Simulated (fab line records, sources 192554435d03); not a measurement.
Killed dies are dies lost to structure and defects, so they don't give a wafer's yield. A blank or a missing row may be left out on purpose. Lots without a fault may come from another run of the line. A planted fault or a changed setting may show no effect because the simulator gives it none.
Split-lot experiment | flow n5_finfet | 7 lots, 39 wafers read, on a route of 1938 steps

THE SPLIT
At N5_BEOL_M8_HM_DEP_02 (deposits TiN, target thk 20 nm), the setting target_thk_a was moved away from the recipe's 200 angstrom on 15 of the 39 wafers read, by -57.4% to +56.9%. The other wafers ran this setting at the recipe's value.

FROM THE SPLIT TO THE READING: what the file shows between them, 4 steps
- N5_BEOL_M8_COAT_59: time 60 s, resist thk 100 nm
- N5_BEOL_M8_COAT_60: time 60 s, resist thk 35 nm
- N5_BEOL_M8_STRIP_68: strips in N2/H2
- N5_BEOL_M8_STRIP_67: strips in CF4

THE READING
etch.depth_nm (the simulator's own value, which no gauge read), in nm, at N5_BEOL_M8_HM_OPEN_17 (chemistry Cl2/BCl3, target TiN, target depth 20 nm, overetch 6 nm). The file gives no usual value for it. The 24 wafers here that ran the recipe average 19.953 nm, standard deviation 0.28 nm.

wafer  | tool, chamber at the split | target_thk_a as run, angstrom | against the recipe | etch.depth_nm, nm | against lot-mates on the recipe
L083.1 | pvd_sputter-01, -          | 294.8                         | +47.4%             | 26.08             | +6.110
L083.2 | pvd_sputter-01, -          | 200                           | recipe             | 20.01             | -
L083.3 | pvd_sputter-01, -          | 200                           | recipe             | 20.01             | -
L083.4 | pvd_sputter-01, -          | 294.8                         | +47.4%             | 26.18             | +6.210
L083.5 | pvd_sputter-01, -          | 200                           | recipe             | 19.89             | -
L083.6 | pvd_sputter-01, -          | 294.8                         | +47.4%             | 26.44             | +6.470
L080.1 | pvd_sputter-01, -          | 200                           | recipe             | 19.93             | -
L080.2 | pvd_sputter-01, -          | 200                           | recipe             | 19.91             | -
L080.3 | pvd_sputter-01, -          | 242.2                         | +21.1%             | 23.94             | +4.010
L080.4 | pvd_sputter-01, -          | 242.2                         | +21.1%             | 24.12             | +4.190
L080.5 | pvd_sputter-01, -          | 200                           | recipe             | 19.95             | -
L080.6 | pvd_sputter-01, -          | 242.2                         | +21.1%             | 24.01             | +4.080
L082.1 | pvd_sputter-01, -          | 251                           | +25.5%             | 25.28             | +4.753
L082.2 | pvd_sputter-01, -          | 251                           | +25.5%             | 25.62             | +5.093
L082.3 | pvd_sputter-01, -          | 200                           | recipe             | 20.69             | -
L082.4 | pvd_sputter-01, -          | 200                           | recipe             | 20.54             | -
L082.5 | pvd_sputter-01, -          | 251                           | +25.5%             | 25.54             | +5.013
L082.6 | pvd_sputter-01, -          | 200                           | recipe             | 20.35             | -
L086.2 | pvd_sputter-01, -          | 200                           | recipe             | 20.26             | -
L086.5 | pvd_sputter-01, -          | 200                           | recipe             | 20.22             | -
L086.6 | pvd_sputter-01, -          | 200                           | recipe             | 19.96             | -
L091.1 | pvd_sputter-03, -          | 313.9                         | +56.9%             | 25.91             | +6.260
L091.2 | pvd_sputter-03, -          | 313.9                         | +56.9%             | 26.32             | +6.670
L091.3 | pvd_sputter-03, -          | 313.9                         | +56.9%             | 26.15             | +6.500
L091.4 | pvd_sputter-03, -          | 200                           | recipe             | 19.54             | -
L091.5 | pvd_sputter-03, -          | 200                           | recipe             | 19.55             | -
L091.6 | pvd_sputter-03, -          | 200                           | recipe             | 19.86             | -
L092.1 | pvd_sputter-01, -          | 200                           | recipe             | 19.89             | -
L092.2 | pvd_sputter-01, -          | 200                           | recipe             | 19.87             | -
L092.3 | pvd_sputter-01, -          | 200                           | recipe             | 20                | -
L092.4 | pvd_sputter-01, -          | 200                           | recipe             | 19.84             | -
L092.5 | pvd_sputter-01, -          | 200                           | recipe             | 19.85             | -
L092.6 | pvd_sputter-01, -          | 200                           | recipe             | 19.83             | -
L095.1 | pvd_sputter-03, -          | 85.13                         | -57.4%             | 8.336             | -11.301
L095.2 | pvd_sputter-03, -          | 200                           | recipe             | 19.68             | -
L095.3 | pvd_sputter-03, -          | 200                           | recipe             | 19.73             | -
L095.4 | pvd_sputter-03, -          | 200                           | recipe             | 19.5              | -
L095.5 | pvd_sputter-03, -          | 85.13                         | -57.4%             | 8.161             | -11.476
L095.6 | pvd_sputter-03, -          | 85.13                         | -57.4%             | 8.429             | -11.208

THE FIT
A straight line over all 39 wafers: etch.depth_nm changes by +0.16 nm for each +1% of target_thk_a; r = +0.96; the points scatter about the line by 1.2 nm.
The same after taking each lot's own level away (the mean of its wafers on the recipe; 39 wafers): +0.158 nm for each +1%; r = +0.97; scatter 1 nm.
On that fit, the largest move of target_thk_a shifts the reading by 9.1 nm.
The lots' own levels span 19.6367 to 20.5267 nm, that is 3.1 times the standard deviation above.
So the lot-to-lot level changes the slope little: the two slopes agree.
Check: with one of the wafers moved furthest among these (-57.4%) left out of the fit, the line predicts -8.99 nm for it against its lot-mates. It came out at -11.3 nm against them.

OTHER SPLITS ON THESE WAFERS
These wafers also went through other splits before the reading. Each is held against what the fit with the lots' levels taken away leaves over:
other split on the same wafers   | wafers away from the commonest value | r with etch.depth_nm (lot level and that fit taken away)
N5_BEOL_M3_TRENCH_ETCH_37 time_s | 15                                   | -0.11

THE WHOLE CHAIN: every reading that the file lists as answering this split, in the file's order
step                   | what it does                                                      | reading                                                                          | change (the file's fit)                                                          | r (the file's)
N5_BEOL_M8_HM_DEP_02   | deposits TiN, target thk 20 nm                                    | TiN_of_BEOL_M8_HM_DEP_02.thk_nm (the simulator's own value, which no gauge read) | +0.199 nm for each +1% of the setting                                            | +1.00
N5_BEOL_M8_HM_OPEN_17  | chemistry Cl2/BCl3, target TiN, target depth 20 nm, overetch 6 nm | etch.depth_nm (the simulator's own value, which no gauge read)                   | +0.155 nm for each +1% of the setting                                            | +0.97
N5_BEOL_M8_OCD_MEAS_38 |                                                                   | trench_depth_nm                                                                  | not straight: 92.2 at the lowest setting, 92.6 at the recipe, 1.7 at the highest | not given

THE FILE'S OWN FIT
etch.depth_nm changes by +0.155 nm for each +1% of target_thk_a, r = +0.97.
